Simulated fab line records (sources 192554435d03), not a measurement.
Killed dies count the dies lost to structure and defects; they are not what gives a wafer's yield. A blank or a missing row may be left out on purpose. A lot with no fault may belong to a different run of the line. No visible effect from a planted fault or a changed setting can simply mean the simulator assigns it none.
fab line records -- flow n5-finfet
record lots=10, wafers=27, last-day=17
route steps=1938 shown BEOL_M4@1111 BEOL_M11@1550 PASSIVATION@1936
lots that met no fault: from a run of the same line without faults
start-h: start of the lot's first displayed wafer, in hours after the record's first day -- wait-h: how many hours have passed since the lot's step before this one -- " the same as in the row above -- L1.1+2: a single row standing in for several wafers -- - no value, or no start given -- * or withheld: withheld -- < > ~ a bound
route shown NAME@n: a module of which the file shows steps, and the number in the route of the first -- usual: mean/standard deviation of fault-free wafers -- same: alike in all rows -- chamber/n: place in a boat -- sites: each site's reading -- _std_site: standard deviation of those values -- _edge_site: the outer-site mean with the inner-site mean subtracted -- radius-mm: for every site, how far away it sits from the centre of the wafer -- mask NAME#n: copy n -- behind: the tool/chamber that last shaped the wafer -- hold: reason for holding the lot/hours on hold/outcome of the hold -- device: the n, p or np transistor that did not switch -- end of line: tests run on the same wafers once the route is complete -- step lacking rows: just its recipe -- killed: dies that structure and defects cost at the first sort, which is not the same as the wafer's yield -- map: per-die view of a wafer (x killed, . not killed, _ where there is no die)
set.NAME: the setting the step ran with; set.NAME@STEP: the setting that earlier step ran with -- model.NAME: the simulator's own value behind a step, which no gauge read
one table for each step of the route and one row for each wafer, over a sample of lots
services: from which hour (start-h, from the record's first day; less than 0 if before it) a tool's chamber was out of use, for how many hours, and why
## steps
# step N5_BEOL_M4_RC_MEAS_101
# usual DIBL_N=36.8/2.1, DIBL_P=37.1/2.2, IOFF_N=0.18/0.037, IOFF_P=0.23/0.041, ION_N=682/13, ION_P=467/8.6, SS_N=71.7/0.61, SS_P=73.5/0.6, VT_N=248/3.4, VT_P=-249/3.5
lot.wafer,tool,chamber,start-h,wait-h,DIBL_N[mV/V],DIBL_P[mV/V],IOFF_N[nA/um],IOFF_P[nA/um],ION_N[uA/um],ION_P[uA/um],SS_N[mV/dec],SS_P[mV/dec],VT_N[mV],VT_P[mV]
L266.1,prober-01,0,169.10,0.0,39.8,39.1,0.22,0.26,695,474,72.5,74.0,244,-249
L266.2,prober-01,0,169.10,0.0,39.1,37.5,0.19,0.23,691,467,72.8,73.8,247,-247
L266.4,prober-01,0,169.10,0.0,40.5,39.5,0.24,0.28,706,479,72.6,73.9,245,-246
L270.3,prober-01,0,200.56,0.3,41.3,39.9,0.26,0.28,677,464,73.4,75.0,244,-247
L270.4,prober-01,0,200.56,0.3,43.3,42.7,0.29,0.34,697,470,73.4,75.1,242,-244
L270.6,prober-01,0,200.56,0.3,42.2,40.4,0.26,0.28,691,465,72.7,74.4,244,-250
L272.3,prober-02,0,208.32,0.3,37.2,37.9,0.22,0.30,689,476,71.4,74.1,240,-243
L272.6,prober-02,0,208.32,0.3,37.9,38.0,0.22,0.30,686,475,72.5,73.9,241,-246
L273.1,prober-02,0,214.09,0.0,38.2,36.8,0.18,0.22,670,460,72.3,73.4,246,-249
L273.6,prober-02,0,214.09,0.0,39.4,37.6,0.21,0.22,666,452,72.5,73.1,247,-252
L276.2,prober-01,0,236.16,0.2,36.6,35.9,0.15,0.19,674,461,71.2,73.1,252,-253
L276.3,prober-01,0,236.16,0.2,35.6,35.5,0.14,0.19,670,463,71.5,72.8,252,-252
L284.1,prober-02,0,281.75,0.0,34.4,33.9,0.13,0.19,686,464,70.8,72.9,250,-247
L284.4,prober-02,0,281.75,0.0,35.2,34.6,0.15,0.20,679,471,71.1,72.9,246,-250
L284.6,prober-02,0,281.75,0.0,35.3,35.2,0.15,0.20,676,469,71.8,72.9,250,-249
L285.3,prober-02,0,294.77,0.3,38.5,39.1,0.22,0.26,699,473,71.3,75.0,245,-248
L285.5,prober-02,0,294.77,0.3,34.8,34.6,0.14,0.18,669,467,70.4,73.3,253,-249
L285.6,prober-02,0,294.77,0.3,36.3,36.2,0.18,0.21,696,472,70.7,73.9,247,-251
L287.1,prober-01,0,296.41,0.0,35.1,37.3,0.16,0.20,677,466,70.8,72.6,249,-250
L287.4,prober-01,0,296.41,0.0,35.8,37.5,0.16,0.20,684,464,71.4,73.9,250,-250
L287.5,prober-01,0,296.41,0.0,37.7,41.0,0.22,0.26,690,468,71.8,74.3,247,-248
L286.3,prober-01,0,302.78,0.3,37.0,39.5,0.20,0.29,694,475,72.4,74.0,245,-242
L286.5,prober-01,0,302.78,0.3,37.0,39.3,0.19,0.29,685,476,71.6,73.7,247,-242
L286.6,prober-01,0,302.78,0.3,39.1,41.5,0.24,0.33,696,480,73.0,74.6,244,-242
L288.3,prober-01,0,306.84,0.3,36.3,35.6,0.15,0.20,679,466,71.5,73.2,249,-251
L288.4,prober-01,0,306.84,0.3,38.0,38.2,0.18,0.25,682,469,72.5,74.5,248,-249
L288.5,prober-01,0,306.84,0.3,37.9,38.1,0.18,0.24,688,469,71.8,73.6,249,-247
# step N5_BEOL_M11_OVL_MEAS_12
# recipe points-per-wafer=44
# usual M11_OVL=-0.3/0.81
lot.wafer,tool,chamber,start-h,wait-h,M11_OVL[nm]
L266.1,overlay-01,0,226.11,0.0,-0.9
L266.2,overlay-01,0,226.11,0.0,-0.5
L266.4,overlay-01,0,226.11,0.0,-1.1
L270.3,overlay-01,0,258.55,0.0,-0.1
L270.4,overlay-01,0,258.55,0.0,1.0
L270.6,overlay-01,0,258.55,0.0,-0.8
L272.3,overlay-02,0,272.01,0.0,-0.1
L272.6,overlay-02,0,272.01,0.0,-0.4
L273.1,overlay-01,0,272.34,0.0,-0.5
L273.6,overlay-01,0,272.34,0.0,0.5
L276.2,overlay-01,0,290.74,0.0,-0.2
L276.3,overlay-01,0,290.74,0.0,-0.3
L284.1,overlay-01,0,344.50,0.0,1.3
L284.4,overlay-01,0,344.50,0.0,0.3
L284.6,overlay-01,0,344.50,0.0,0.2
L285.3,overlay-02,0,348.22,0.0,-0.3
L285.5,overlay-02,0,348.22,0.0,-0.1
L285.6,overlay-02,0,348.22,0.0,-1.5
L287.1,overlay-02,0,348.36,0.0,1.0
L287.4,overlay-02,0,348.36,0.0,-0.4
L287.5,overlay-02,0,348.36,0.0,-1.4
L286.3,overlay-01,0,360.52,0.0,-1.1
L286.5,overlay-01,0,360.52,0.0,-1.6
L286.6,overlay-01,0,360.52,0.0,-0.9
L288.3,overlay-01,0,369.64,0.0,0.3
L288.4,overlay-01,0,369.64,0.0,-0.9
L288.5,overlay-01,0,369.64,0.0,-1.4
# step N5_BEOL_M11_HM_OPEN_17
# recipe chemistry=Cl2/BCl3, target-depth-a=200, overetch-a=60, target=TiN, mask-material=SOC, ion-energy-ev=150, pressure-mtorr=10, icp-w=1000, bias-w=126, Cl2_flow_sccm=53.25, bcl3-flow-sccm=21.75, Ar_flow_sccm=25
# usual chamber-pressure-mTorr=9.999/0.0092, drypump-motor-current-A=5.9/0.32, oes-product-au=0.68/0.089, throttle-valve-pct=22.0/0.31
lot.wafer,tool,chamber,start-h,wait-h,chamber-pressure-mTorr,drypump-motor-current-A,oes-product-au,rf-hours-counter-h,throttle-valve-pct
L266.1,rie-metal-03,1,226.58,0.0,10.000,6.1,0.67,38,22.3
L266.2,rie-metal-03,0,226.58,0.0,9.977,6.3,0.52,132,22.8
L266.4,rie-metal-03,1,226.58,0.0,9.997,6.1,0.68,-,22.2
L270.3,rie-metal-03,0,258.91,0.1,9.995,6.4,0.85,-,22.5
L270.4,rie-metal-03,1,258.91,0.1,9.994,6.1,0.66,-,22.3
L270.6,rie-metal-03,1,258.91,0.1,10.000,6.1,0.66,-,22.3
L272.3,rie-metal-01,0,272.51,0.1,9.998,5.7,0.66,-,21.8
L272.6,rie-metal-01,0,272.51,0.1,9.986,5.7,0.67,-,21.8
L273.1,rie-metal-02,0,273.02,0.0,10.014,5.4,0.69,37,21.8
L273.6,rie-metal-02,1,273.02,0.0,10.002,5.8,0.52,-,22.0
L276.2,rie-metal-03,1,291.17,0.0,10.009,6.1,0.64,45,22.3
L276.3,rie-metal-03,1,291.17,0.0,10.002,6.1,0.66,-,22.3
L284.1,rie-metal-01,0,344.83,0.0,9.988,5.7,0.65,37,21.9
L284.4,rie-metal-01,1,344.83,0.0,10.016,6.2,0.75,-,21.8
L284.6,rie-metal-01,0,344.83,0.0,10.001,5.7,0.66,-,21.8
L285.3,rie-metal-01,0,348.58,0.1,10.007,5.7,0.66,-,21.9
L285.5,rie-metal-01,0,348.58,0.1,10.006,5.7,0.65,-,21.9
L285.6,rie-metal-01,1,348.58,0.1,10.006,6.3,0.77,-,21.7
L287.1,rie-metal-01,1,348.69,0.0,10.013,6.2,0.75,10,21.8
L287.4,rie-metal-01,1,348.69,0.0,10.002,6.2,0.75,-,21.8
L287.5,rie-metal-01,1,348.69,0.0,10.006,6.2,0.77,-,21.8
L286.3,rie-metal-02,0,361.27,0.1,9.993,5.4,0.64,-,21.8
L286.5,rie-metal-02,1,361.27,0.1,10.000,5.7,0.77,-,21.5
L286.6,rie-metal-02,0,361.27,0.1,9.999,5.4,0.64,-,21.8
L288.3,rie-metal-01,0,370.07,0.1,10.010,5.7,0.65,-,21.9
L288.4,rie-metal-01,1,370.07,0.1,10.008,6.2,0.75,-,21.8
L288.5,rie-metal-01,0,370.07,0.1,10.000,5.7,0.64,-,21.9
# step N5_BEOL_M11_PEB_26
# recipe peb-temp-c=withheld, peb-time-s=60, resist=CAR-ArF
# usual exhaust-pa=45.1/0.84
lot.wafer,tool,chamber,start-h,wait-h,exhaust-pa
L266.1,litho-track-05,0,228.59,0.1,45.2
L266.2,litho-track-05,0,228.59,0.1,44.8
L266.4,litho-track-05,0,228.59,0.1,45.6
L270.3,litho-track-04,0,259.51,0.0,44.6
L270.4,litho-track-04,0,259.51,0.0,45.9
L270.6,litho-track-04,0,259.51,0.0,45.7
L273.1,litho-track-01,0,275.57,0.1,44.7
L273.6,litho-track-01,0,275.57,0.1,45.5
L272.3,litho-track-01,0,275.62,0.0,45.5
L272.6,litho-track-01,0,275.62,0.0,45.2
L276.2,litho-track-01,0,294.25,0.1,44.4
L276.3,litho-track-01,0,294.25,0.1,45.9
L284.1,litho-track-05,0,345.48,0.1,45.1
L284.4,litho-track-05,0,345.48,0.1,44.5
L284.6,litho-track-05,0,345.48,0.1,45.7
L285.3,litho-track-04,0,357.84,0.0,44.0
L285.5,litho-track-04,0,357.84,0.0,45.6
L285.6,litho-track-04,0,357.84,0.0,45.1
L287.1,litho-track-01,0,357.88,0.1,44.1
L287.4,litho-track-01,0,357.88,0.1,44.1
L287.5,litho-track-01,0,357.88,0.1,44.3
L286.3,litho-track-01,0,361.72,0.0,43.8
L286.5,litho-track-01,0,361.72,0.0,43.2
L286.6,litho-track-01,0,361.72,0.0,44.7
L288.3,litho-track-01,0,370.64,0.0,44.7
L288.4,litho-track-01,0,370.64,0.0,44.7
L288.5,litho-track-01,0,370.64,0.0,44.4
# step N5_BEOL_M11_CD_MEAS_28
# recipe target-cd-nm=70, landing-energy-ev=500, detector=se-inlens, polarity=opening
# usual cd-nm=70.8/0.92
lot.wafer,tool,chamber,start-h,wait-h,cd-nm
L266.1,cd-sem-01,0,228.66,-,71.4
L266.2,cd-sem-01,0,228.66,-,70.2
L266.4,cd-sem-01,0,228.66,-,71.7
L270.3,cd-sem-02,0,259.58,-,70.1
L270.4,cd-sem-02,0,259.58,-,70.8
L270.6,cd-sem-02,0,259.58,-,71.7
L273.1,cd-sem-01,0,275.64,-,69.8
L273.6,cd-sem-01,0,275.64,-,62.1
L272.3,cd-sem-01,0,275.69,-,70.1
L272.6,cd-sem-01,0,275.69,-,59.6
L276.2,cd-sem-02,0,294.31,-,61.0
L276.3,cd-sem-02,0,294.31,-,71.5
L284.1,cd-sem-03,0,345.55,-,70.7
L284.4,cd-sem-03,0,345.55,-,69.0
L284.6,cd-sem-03,0,345.55,-,71.8
L285.3,cd-sem-03,0,357.91,-,71.3
L285.5,cd-sem-03,0,357.91,-,71.5
L285.6,cd-sem-03,0,357.91,-,72.1
L287.1,cd-sem-02,0,357.95,-,70.6
L287.4,cd-sem-02,0,357.95,-,72.4
L287.5,cd-sem-02,0,357.95,-,72.2
L286.3,cd-sem-01,0,361.79,-,71.7
L286.5,cd-sem-01,0,361.79,-,72.5
L286.6,cd-sem-01,0,361.79,-,72.5
L288.3,cd-sem-01,0,370.71,-,69.1
L288.4,cd-sem-01,0,370.71,-,68.6
L288.5,cd-sem-01,0,370.71,-,69.2
# step N5_BEOL_M11_ETCH_66
# recipe chemistry=N2/H2, target=SOC, target-depth-a=1200, overetch-a=240, mask-material=SiARC, temp-c=40, time-s=180, ion-energy-ev=200, pressure-mtorr=30, source-w=840, bias-w=150, n2-flow-sccm=200, h2-flow-sccm=200
# usual chamber-pressure-mTorr=30.003/0.028, drypump-motor-current-A=5.8/0.44, oes-product-au=0.62/0.067, rf-vpp-V=523.3/2.6, showerhead-plenum-p-Torr=2.53/0.091, throttle-valve-pct=17.83/0.23
lot.wafer,tool,chamber,start-h,wait-h,chamber-pressure-mTorr,drypump-motor-current-A,oes-product-au,rf-hours-counter-h,rf-vpp-V,showerhead-plenum-p-Torr,throttle-valve-pct
L266.1,rie-diel-05,3,229.20,0.0,30.026,5.6,0.59,199,520.8,2.43,17.78
L266.2,rie-diel-05,1,229.20,0.0,30.011,5.7,0.63,117,520.1,2.34,17.90
L266.4,rie-diel-05,0,229.20,0.0,30.023,6.1,0.55,224,519.4,2.40,17.97
L270.3,rie-diel-05,3,259.75,0.0,29.963,5.6,0.59,208,521.4,2.42,17.80
L270.4,rie-diel-05,1,259.75,0.0,30.038,5.7,0.62,126,515.6,2.34,17.91
L270.6,rie-diel-05,2,259.75,0.0,30.009,5.6,0.68,-,525.4,2.60,17.52
L273.1,rie-diel-05,1,275.82,0.0,29.995,5.7,0.62,133,516.3,2.34,17.94
L273.6,rie-diel-05,0,275.82,0.0,30.025,6.1,0.55,-,520.7,2.40,17.99
L272.3,rie-diel-01,0,275.94,0.0,30.047,5.2,0.74,28,522.8,2.59,17.53
L272.6,rie-diel-01,3,275.94,0.0,30.029,5.5,0.56,-,526.4,2.61,17.88
L276.2,rie-diel-05,2,294.49,0.0,30.010,5.6,0.68,65,524.0,2.60,17.53
L276.3,rie-diel-05,0,294.49,0.0,30.073,6.0,0.54,244,519.8,2.39,18.01
L284.1,rie-diel-04,2,346.10,0.0,30.010,5.6,0.58,188,523.6,2.54,17.62
L284.4,rie-diel-04,3,346.10,0.0,30.001,5.4,0.66,108,521.8,2.47,17.87
L284.6,rie-diel-04,1,346.10,0.0,30.003,6.6,0.55,-,522.0,2.49,17.60
L285.3,rie-diel-04,0,358.08,0.0,29.949,6.6,0.62,156,528.3,2.65,18.15
L285.5,rie-diel-04,1,358.08,0.0,29.984,6.5,0.56,-,522.2,2.49,17.60
L285.6,rie-diel-04,0,358.08,0.0,29.952,6.6,0.62,-,526.2,2.65,18.14
L287.1,rie-diel-01,1,358.30,0.0,29.989,5.6,0.55,243,522.9,2.51,18.20
L287.4,rie-diel-01,3,358.30,0.0,30.010,5.5,0.79,0,524.4,2.60,17.48
L287.5,rie-diel-01,1,358.30,0.0,29.987,5.6,0.55,-,522.6,2.51,18.21
L286.3,rie-diel-04,0,362.66,0.0,29.994,6.5,0.62,158,526.5,2.65,18.14
L286.5,rie-diel-04,3,362.66,0.0,30.008,5.4,0.66,-,519.2,2.47,17.87
L286.6,rie-diel-04,2,362.66,0.0,29.958,5.6,0.57,-,524.1,2.54,17.61
L288.3,rie-diel-01,0,370.88,0.0,30.028,5.3,0.70,61,524.3,2.58,17.57
L288.4,rie-diel-01,2,370.88,0.0,30.000,5.5,0.72,21,525.0,2.61,17.87
L288.5,rie-diel-01,1,370.88,0.0,30.017,5.6,0.55,-,523.3,2.51,18.22
# step N5_PASSIVATION_PROBE_49
# usual defect-limited-yield=91.0/1.4, killed_at_M0_to_M3=35/10, killed_at_M4_up=13/6, killed-at-contacts=13/6.4, killed-at-front-end=42/12, killed-at-other=3.2/2.4, killed-dies=107/17, killed-open=69/13, killed-short=33/7.3, sort_bin_4_leakage=0.00/0.022, sort_bin_5_function=5.3/0.92, sort_bin_6_memory=3.3/0.66, sort-n-pass=1073/17, sort-yield-pct=90.9/1.4
# same gross-dies=1180, killed-at-back-side=0, sort_bin_8_speed[%]=0
lot.wafer,tool,chamber,start-h,wait-h,defect-limited-yield[%],killed_at_M0_to_M3,killed_at_M4_up,killed-at-contacts,killed-at-front-end,killed-at-other,killed-dies,killed-open,killed-short,sort_bin_4_leakage[%],sort_bin_5_function[%],sort_bin_6_memory[%],sort-n-pass,sort-yield-pct[%]
L272.3,prober-02,-,317.78,0.1,89.0,46,12,10,57,5,130,81,35,0,6.2,4.1,1050,89.0
L272.6,prober-02,-,317.93,0.3,82.4,28,143,7,26,4,208,47,25,0,15.1,2.4,972,82.4
L273.1,prober-01,-,318.02,0.0,91.8,22,11,19,38,7,97,63,27,0,5.1,2.8,1083,91.8
L273.6,prober-01,-,318.27,0.3,88.8,38,58,9,26,1,132,56,33,0,8.3,2.7,1048,88.8
L276.2,prober-01,-,334.07,0.1,89.7,18,61,11,32,0,122,50,15,0,7.9,2.5,1058,89.7
L276.3,prober-01,-,334.12,0.1,93.1,26,2,10,38,6,82,52,26,0,3.8,3.0,1098,93.1
# killed by level:class
L272.3 STI_FIN_REVEAL:geometric-particle:open=20 BEOL_M0_SAQP:geometric-particle:open=13 BEOL_M0_SAQP:geometric-particle:short=10 BEOL_M2:geometric-particle:open=9 MOL_CONTACT_COAG:geometric-particle:open=9 DUMMY_GATE:geometric-particle:open=8 FIN_SAQP:geometric-particle:open=7 HKMG_FIN:area-etch=6
L272.6 BEOL_M11:area-peb=125 BEOL_M2:geometric-particle:open=7 DUMMY_GATE:geometric-particle:open=5 MOL_CONTACT_COAG:geometric-particle:open=5 BEOL_M0_SAQP:geometric-particle:open=4 BEOL_M0_SAQP:geometric-particle:short=4 BEOL_M4:geometric-particle:open=4 STARTING-WAFER:geometric-particle:open=4
L273.1 FIN_SAQP:geometric-particle:open=18 MOL_CONTACT_COAG:geometric-particle:open=14 FIN_SAQP:geometric-particle:short=6 BEOL_M3:geometric-particle:open=6 STI_FIN_REVEAL:geometric-particle:open=4 BEOL_M0_SAQP:geometric-particle:short=4 STARTING-WAFER:geometric-particle:short=4 MOL_CONTACT_COAG:geometric-particle:short=3
L273.6 BEOL_M11:area-peb=40 BEOL_M0_SAQP:geometric-particle:short=11 BEOL_M0_SAQP:geometric-particle:open=8 BEOL_M3:geometric-particle:open=8 GATE_CUT:geometric-particle:open=6 MOL_CONTACT_COAG:geometric-particle:open=6 BEOL_M5:geometric-particle:open=5 BEOL_M4:geometric-particle:open=4
L276.2 BEOL_M11:area-peb=52 FIN_SAQP:geometric-particle:open=11 MOL_CONTACT_COAG:geometric-particle:open=9 FIN_SAQP:geometric-particle:short=5 STARTING-WAFER:geometric-particle:open=5 BEOL_M0_SAQP:geometric-particle:open=4 BEOL_M0_SAQP:geometric-particle:short=4 BEOL_M1:geometric-particle:open=3
L276.3 FIN_SAQP:geometric-particle:open=13 STI_FIN_REVEAL:geometric-particle:open=6 MOL_CONTACT_COAG:geometric-particle:open=5 MOL_CONTACT_COAG:geometric-particle:short=5 BEOL_M0_SAQP:geometric-particle:open=5 BEOL_M3:geometric-particle:open=5 FIN_SAQP:geometric-particle:short=4 BEOL_M1:geometric-particle:open=4
## services
tool,chamber,start-h,hours,kind
rie-metal-03,1,203.24,1.1,repair
rie-diel-04,-,219.11,0.4,repair
rie-metal-03,0,230.03,-,clean
rie-metal-03,0,230.03,21.9,scheduled-down
rie-metal-03,0,230.03,21.9,vent-cycle
litho-track-01,-,236.73,-,consumable-replace:filter
rie-metal-03,-,250.51,0.1,repair
rie-diel-05,2,262.35,13.6,repair
rie-diel-01,2,275.85,-,clean
rie-diel-01,2,275.85,-,consumable-replace:focus-ring
rie-diel-01,2,275.85,30.9,scheduled-down
rie-diel-01,2,275.85,30.9,vent-cycle
rie-diel-05,-,292.60,0.7,repair
rie-diel-05,0,312.77,-,clean
rie-diel-05,0,312.77,-,consumable-replace:focus-ring
rie-diel-05,0,312.77,-,consumable-replace:showerhead
rie-diel-05,0,312.77,11.7,scheduled-down
rie-diel-05,0,312.77,11.7,vent-cycle
rie-diel-05,1,328.40,64.7,repair
rie-diel-01,3,333.67,1.7,repair
rie-diel-01,3,335.40,-,clean
rie-diel-01,-,342.24,0.3,repair
rie-diel-05,0,348.81,15.9,repair
rie-diel-01,-,354.16,0.9,repair
## key
first-sign step=N5_BEOL_M11_CD_MEAS_28, reading=cd-nm, direction=down, sigmas=11, usual=70.8, struck=60.9
effect step=N5_PASSIVATION_PROBE_49, reading=killed_at_M4_up, direction=up, sigmas=12, usual=13, struck=87
more-kills-born-at N5_BEOL_M11_PEB_26@litho-track-01=217
met-at N5_BEOL_M11_PEB_26
struck-lots L272,L273,L276
struck-wafers L272.6,L273.6,L276.2
not-acting-at N5_BEOL_M11_OVL_MEAS_12,N5_BEOL_M11_HM_OPEN_17,N5_BEOL_M11_ETCH_66
fault kind=process-parameter-drift, tool=litho-track-01, chamber=-, onset-h=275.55, steps=N5_BEOL_M11_PEB_26, channel=peb-time-s, offset=*, shape=step, end-h=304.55, scope=struck-wafers-only, acts-in=*, stated=*
